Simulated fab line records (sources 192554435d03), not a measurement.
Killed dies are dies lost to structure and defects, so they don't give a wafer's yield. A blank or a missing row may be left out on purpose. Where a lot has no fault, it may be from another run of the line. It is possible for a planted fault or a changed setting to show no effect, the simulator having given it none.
Split-lot trial :: flow n5Finfet :: on a route of 1938 steps: 7 lots, 21 wafers read

ON THE SPLIT
At N5_MOL_CONTACT_COAG_EXPOSE_05 (exposes mask CA, defocus 0 nm), the setting doseMj was moved away from the recipe's 38.25 on 7 of the 21 wafers read, by -6.4% to +6.9%. The other wafers ran this setting at the recipe's value.

FROM THE SPLIT TO THE READING: what the file shows between them, 13 steps
- N5_MOL_CONTACT_COAG_PEB_06: peb time 60 s
- N5_MOL_CONTACT_COAG_DEVELOP_07: develop time 30 s
- N5_MOL_CONTACT_COAG_CD_MEAS_08: target cd 28 nm
- N5_MOL_CONTACT_COAG_DESCUM_13: chemistry O2, time 7 s
- N5_MOL_CONTACT_COAG_ETCH_59: etches underlayer in N2/H2, target depth 13 nm, time 10.4 s
- N5_MOL_CONTACT_COAG_ETCH_105: etches SiARC in CF4, target depth 15.6 nm, time 26 s
- N5_MOL_CONTACT_COAG_ETCH_106: etches SOC in N2/H2, target depth 80 nm, overetch 16 nm, time 120 s
- N5_MOL_CONTACT_COAG_STRIP_108: strips in N2/H2 (also split here: tempC)
- N5_MOL_CONTACT_COAG_CONTACT_ETCH_14: etches SiO2 in C4F6/O2, target depth 27.5 nm, overetch 8.5 nm, time 20 s
- N5_MOL_CONTACT_COAG_STRIP_109: strips in C4F6/O2
- N5_MOL_CONTACT_COAG_ETCH_15: etches SiNx in CH3F/O2, stops on Si:P, target depth 7 nm
- N5_MOL_CONTACT_COAG_ETCH_110: etches Si in CF4/O2, target depth 2.5 nm, time 8 s
- N5_MOL_CONTACT_COAG_STRIP_98: strips in N2/H2

THE READING
Shown in nm: cdNm at N5_MOL_CONTACT_COAG_CD_MEAS_99, with target cd 17.2 nm. Fault-free wafers of this fab line usually give 17.2 nm, standard deviation 0.31 nm.

wafer: L075.3
tool, chamber at the split: euvScanner-01, 0
doseMj as run: 38.25
against the recipe: recipe
cdNm, nm: 17.4
against lot-mates on the recipe: -

wafer: L075.4
tool, chamber at the split: euvScanner-01, 0
doseMj as run: 36.89
against the recipe: -3.6%
cdNm, nm: 16.7
against lot-mates on the recipe: -0.7

wafer: L075.5
tool, chamber at the split: euvScanner-01, 0
doseMj as run: 36.89
against the recipe: -3.6%
cdNm, nm: 16.5
against lot-mates on the recipe: -0.9

wafer: L078.1
tool, chamber at the split: euvScanner-02, 0
doseMj as run: 38.25
against the recipe: recipe
cdNm, nm: 17.7
against lot-mates on the recipe: -

wafer: L078.2
tool, chamber at the split: euvScanner-02, 0
doseMj as run: 38.25
against the recipe: recipe
cdNm, nm: 17.0
against lot-mates on the recipe: -

wafer: L078.6
tool, chamber at the split: euvScanner-02, 0
doseMj as run: 38.25
against the recipe: recipe
cdNm, nm: 17.4
against lot-mates on the recipe: -

wafer: L079.4
tool, chamber at the split: euvScanner-01, 0
doseMj as run: 38.25
against the recipe: recipe
cdNm, nm: 16.4
against lot-mates on the recipe: -

wafer: L079.5
tool, chamber at the split: euvScanner-01, 0
doseMj as run: 38.25
against the recipe: recipe
cdNm, nm: 17.2
against lot-mates on the recipe: -

wafer: L079.6
tool, chamber at the split: euvScanner-01, 0
doseMj as run: 38.25
against the recipe: recipe
cdNm, nm: 16.9
against lot-mates on the recipe: -

wafer: L090.3
tool, chamber at the split: euvScanner-01, 0
doseMj as run: 36.7
against the recipe: -4.1%
cdNm, nm: 16.2
against lot-mates on the recipe: -1.0

wafer: L090.5
tool, chamber at the split: euvScanner-01, 0
doseMj as run: 36.7
against the recipe: -4.1%
cdNm, nm: 16.2
against lot-mates on the recipe: -1.0

wafer: L090.6
tool, chamber at the split: euvScanner-01, 0
doseMj as run: 38.25
against the recipe: recipe
cdNm, nm: 17.2
against lot-mates on the recipe: -

wafer: L091.2
tool, chamber at the split: euvScanner-02, 0
doseMj as run: 40.9
against the recipe: +6.9%
cdNm, nm: 19.0
against lot-mates on the recipe: +1.4

wafer: L091.4
tool, chamber at the split: euvScanner-02, 0
doseMj as run: 40.9
against the recipe: +6.9%
cdNm, nm: 18.5
against lot-mates on the recipe: +0.9

wafer: L091.6
tool, chamber at the split: euvScanner-02, 0
doseMj as run: 38.25
against the recipe: recipe
cdNm, nm: 17.6
against lot-mates on the recipe: -

wafer: L092.1
tool, chamber at the split: euvScanner-01, 0
doseMj as run: 38.25
against the recipe: recipe
cdNm, nm: 16.9
against lot-mates on the recipe: -

wafer: L092.3
tool, chamber at the split: euvScanner-01, 0
doseMj as run: 38.25
against the recipe: recipe
cdNm, nm: 17.6
against lot-mates on the recipe: -

wafer: L092.5
tool, chamber at the split: euvScanner-01, 0
doseMj as run: 38.25
against the recipe: recipe
cdNm, nm: 17.4
against lot-mates on the recipe: -

wafer: L094.2
tool, chamber at the split: euvScanner-02, 0
doseMj as run: 35.81
against the recipe: -6.4%
cdNm, nm: 15.5
against lot-mates on the recipe: -1.9

wafer: L094.3
tool, chamber at the split: euvScanner-02, 0
doseMj as run: 38.25
against the recipe: recipe
cdNm, nm: 17.3
against lot-mates on the recipe: -

wafer: L094.5
tool, chamber at the split: euvScanner-02, 0
doseMj as run: 38.25
against the recipe: recipe
cdNm, nm: 17.4
against lot-mates on the recipe: -

FIT RESULTS
A straight line over all 21 wafers: cdNm changes by +0.231 nm for each +1% of doseMj; r = +0.92; the points scatter about the line by 0.32 nm.
The same after taking each lot's own level away (the mean of its wafers on the recipe; 21 wafers): +0.21 nm for each +1%; r = +0.93; scatter 0.27 nm.
According to that fit, moving doseMj by its largest amount changes the reading by 1.5 nm.
Across the lots, their own levels run from 16.83 to 17.60 nm, a range of 2.5 times the standard deviation given above.
Hence the lot-to-lot level has little effect on the slope; both slopes agree.
Check: for one of the wafers moved furthest among these (+6.9%), held out of the fit, the line's prediction against its lot-mates is +1.38 nm. It came out at +1.4 nm against them.

OTHER SPLITS ON THESE WAFERS
Note: prior to the reading, these wafers also went through further splits. Each is held against what the fit with the lots' levels taken away leaves over:
other split on the same wafers: N5_HKMG_FIN_ETCH_54 biasW
wafers away from the commonest value: 5
r with cdNm (lot level and that fit taken away): +0.11

other split on the same wafers: N5_MOL_CONTACT_COAG_STRIP_108 tempC
wafers away from the commonest value: 5
r with cdNm (lot level and that fit taken away): +0.15

THE WHOLE CHAIN: every reading that the file lists as answering this split, in the file's order
step: N5_MOL_CONTACT_COAG_CD_MEAS_08
what it does: target cd 28 nm
reading: cdNm
change (the file's fit): +0.241 nm for each +1% of the setting
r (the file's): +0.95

step: N5_MOL_CONTACT_COAG_ETCH_59
what it does: etches underlayer in N2/H2, target depth 13 nm, time 10.4 s
reading: MOL_CONTACT_COAG.cdOffsetNm (the simulator's own value, which no gauge read)
change (the file's fit): +0.218 nm for each +1% of the setting
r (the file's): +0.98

step: N5_MOL_CONTACT_COAG_ETCH_106
what it does: etches SOC in N2/H2, target depth 80 nm, overetch 16 nm, time 120 s
reading: MOL_CONTACT_COAG.cdOffsetNm (the simulator's own value, which no gauge read)
change (the file's fit): +0.206 nm for each +1% of the setting
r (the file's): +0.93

step: N5_MOL_CONTACT_COAG_CONTACT_ETCH_14
what it does: etches SiO2 in C4F6/O2, target depth 27.5 nm, overetch 8.5 nm, time 20 s
reading: MOL_CONTACT_COAG.cdOffsetNm (the simulator's own value, which no gauge read)
change (the file's fit): +0.204 nm for each +1% of the setting
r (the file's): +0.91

step: N5_MOL_CONTACT_COAG_CD_MEAS_99
what it does: target cd 17.2 nm
reading: cdNm
change (the file's fit): +0.228 nm for each +1% of the setting
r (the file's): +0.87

THE FILE'S OWN FIT
cdNm changes by +0.228 nm for each +1% of doseMj, r = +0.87.
